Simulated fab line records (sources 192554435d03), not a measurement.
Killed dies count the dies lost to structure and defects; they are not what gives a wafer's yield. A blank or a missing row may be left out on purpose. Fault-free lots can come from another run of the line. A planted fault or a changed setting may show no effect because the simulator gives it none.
Lot-split experiment    flow n5 finfet    7 lots, 39 wafers read, on a route of 1938 steps

## ON THE SPLIT
At N5_BEOL_M5_ILD_DEP_00 (deposits SiCOH lowk from DEMS/porogen, target thk 140.64 nm, time 25.9 s), the setting target thk a was moved away from the recipe's 1406.4 angstrom on 15 of the 39 wafers read, by -56.4% to +42.6%. This setting was run at the recipe's value on the other wafers.

## THE PATH FROM SPLIT TO READING: the file shows 1 step between them
- N5_BEOL_M5_CURE_79: cures SiCOH lowk, time 240 s

## THE READING
M5_ILD_THK, in nm, at N5_BEOL_M5_THK_MEAS_01. On this fab line, fault-free wafers typically give 120.6 nm with a standard deviation of 1.5 nm.

wafer   tool, chamber at the split  target thk a as run, angstrom  against the recipe  M5_ILD_THK, nm  against lot-mates on the recipe
L079.1  pecvd-02, 0                 1406.4                         recipe              117.8           -
L079.2  pecvd-02, 1                 1406.4                         recipe              120.3           -
L079.3  pecvd-02, 2                 1406.4                         recipe              119.8           -
L079.4  pecvd-02, 2                 1406.4                         recipe              122.3           -
L079.5  pecvd-02, 1                 1406.4                         recipe              121.5           -
L079.6  pecvd-02, 0                 1406.4                         recipe              120.4           -
L082.1  pecvd-01, 0                 2005                           +42.6%              171.7           +50.4
L082.2  pecvd-01, 1                 2005                           +42.6%              169.8           +48.5
L082.3  pecvd-01, 2                 2005                           +42.6%              170.1           +48.8
L082.4  pecvd-01, 1                 1406.4                         recipe              121.4           -
L082.5  pecvd-01, 0                 1406.4                         recipe              121.8           -
L082.6  pecvd-01, 2                 1406.4                         recipe              120.6           -
L083.1  pecvd-02, 0                 1646                           +17.0%              139.9           +17.4
L083.2  pecvd-02, 1,2               1406.4                         recipe              121.7           -
L083.3  pecvd-02, 1,2               1406.4                         recipe              121.7           -
L083.4  pecvd-02, 2                 1646                           +17.0%              143.1           +20.6
L083.5  pecvd-02, 0                 1646                           +17.0%              141.9           +19.4
L083.6  pecvd-02, 1                 1406.4                         recipe              124.0           -
L081.1  pecvd-02, 0                 1406.4                         recipe              116.7           -
L081.2  pecvd-02, 2                 1406.4                         recipe              119.6           -
L081.4  pecvd-02, 2                 1406.4                         recipe              120.9           -
L085.1  pecvd-02, 2                 1406.4                         recipe              120.9           -
L085.2  pecvd-02, 1                 1974                           +40.4%              169.0           +47.9
L085.3  pecvd-02, 0                 1406.4                         recipe              118.9           -
L085.4  pecvd-02, 1                 1974                           +40.4%              172.7           +51.6
L085.5  pecvd-02, 2                 1406.4                         recipe              123.5           -
L085.6  pecvd-02, 0                 1974                           +40.4%              171.5           +50.4
L091.1  pecvd-02, 0,1               1123                           -20.2%              92.7            -26.8
L091.2  pecvd-02, 2                 1406.4                         recipe              118.5           -
L091.3  pecvd-02, 0,1               1123                           -20.2%              92.7            -26.8
L091.4  pecvd-02, 0                 1406.4                         recipe              119.3           -
L091.5  pecvd-02, 1                 1123                           -20.2%              94.4            -25.1
L091.6  pecvd-02, 2                 1406.4                         recipe              120.7           -
L095.1  pecvd-02, 0                 613.7                          -56.4%              51.8            -69.6
L095.2  pecvd-02, 1                 613.7                          -56.4%              52.3            -69.1
L095.3  pecvd-02, 2                 1406.4                         recipe              120.5           -
L095.4  pecvd-02, 0                 613.7                          -56.4%              51.6            -69.8
L095.5  pecvd-02, 2                 1406.4                         recipe              121.9           -
L095.6  pecvd-02, 1                 1406.4                         recipe              121.7           -
The file does not say which wafer passed through which chamber wherever a row lists several chambers: such a row stands for several wafers.

THE FIT
A straight line over all 39 wafers: M5_ILD_THK changes by +1.22 nm for each +1% of target thk a; r = +1.00; the points scatter about the line by 1.8 nm.
The same after taking each lot's own level away (the mean of its wafers on the recipe; 39 wafers): +1.22 nm for each +1%; r = +1.00; scatter 1.5 nm.
According to that fit, moving target thk a by its largest amount changes the reading by 69 nm.
Across the lots, their own levels run from 119.07 to 122.47 nm, a range of 2.3 times the standard deviation given above.
So the lot-to-lot level changes the slope little: the two slopes agree.
Check: with one of the wafers moved furthest among these (-56.4%) left out of the fit, the line predicts -68.9 nm for it against its lot-mates. It came out at -69.6 nm against them.

## OTHER SPLITS APPLIED TO THESE WAFERS
These wafers also went through other splits before the reading. Each is held against what the fit with the lots' levels taken away leaves over:
other split on the same wafers            wafers away from the commonest value  r with M5_ILD_THK (lot level and that fit taken away)
N5_FIN_SAQP_DEVELOP_15 develop time s     15                                    +0.11
N5_SPACER0_ALD_08 target thk a            18                                    +0.24
N5_SDB_ALD_29 ald cycles                  12                                    +0.04
N5_MOL_CONTACT_COAG_CVD_140 target thk a  18                                    -0.22

## THE WHOLE CHAIN: every reading that the file lists as answering this split, in the file's order
step                    what it does                                                              reading                                                                                   change (the file's fit)               r (the file's)
N5_BEOL_M5_ILD_DEP_00   deposits SiCOH lowk from DEMS/porogen, target thk 140.64 nm, time 25.9 s  SiCOH_lowk_of_BEOL_M5_ILD_DEP_00.thk nm (the simulator's own value, which no gauge read)  +1.4 nm for each +1% of the setting   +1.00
N5_BEOL_M5_CURE_79      cures SiCOH lowk, time 240 s                                              SiCOH_lowk_of_BEOL_M5_ILD_DEP_00.thk nm (the simulator's own value, which no gauge read)  +1.21 nm for each +1% of the setting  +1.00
N5_BEOL_M5_THK_MEAS_01                                                                            M5_ILD_THK                                                                                +1.21 for each +1% of the setting     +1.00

## FILE'S OWN FIT
M5_ILD_THK changes by +1.21 nm for each +1% of target thk a, r = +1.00.
